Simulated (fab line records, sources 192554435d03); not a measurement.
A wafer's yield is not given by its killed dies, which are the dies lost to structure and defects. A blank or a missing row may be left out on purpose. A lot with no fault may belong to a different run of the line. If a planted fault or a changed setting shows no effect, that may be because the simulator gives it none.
Chamber matching    flow n5_finfet    N5_BEOL_M11_PECVD_70 on pecvd-03 has 3 sister chambers
The step deposits SiO2 from TEOS/O2, target thk 20 nm, time 22.7 s. 3 wafers are shown with their chamber, then 8 later ones without.

## WAFERS WITH THEIR CHAMBER
wafer   chamber  throttle_valve_pct (%)
L082.2  1        23.1
L082.5  2        20.9
L090.1  0        23.0

## WAFERS WITH NO CHAMBER GIVEN
wafer   throttle_valve_pct (%)
L090.3  21.0
L090.4  23.3
L093.2  21.1
L093.5  23.0
L093.6  21.1
L096.1  21.5
L096.2  22.9
L096.5  21.3

## EACH ONE'S CHAMBER
wafer   from the rows above      in truth
L090.3  2                        2
L090.4  can't be placed: 1 or 0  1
L093.2  2                        2
L093.5  can't be placed: 0 or 1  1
L093.6  2                        2
L096.1  2                        2
L096.2  can't be placed: 0 or 1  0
L096.5  2                        2
5 of 8 placed correctly. These rows do not allow placing 3 (true chamber among the candidates in 3). 0 placed wrongly.
How it was worked out, from the rows above alone: a wafer's distance from a chamber is the root of the sum, over the readings, of the square of ((its reading less the chamber's mean) divided by the reading's scatter). The wafer belongs to the nearest chamber; if the next one is less than 2 further off, it can't be placed. The mean given for a chamber averages the wafers shown for that chamber. The scatter: root of mean squared gap, hidden wafer to nearest shown wafer, with one shown wafer a chamber.
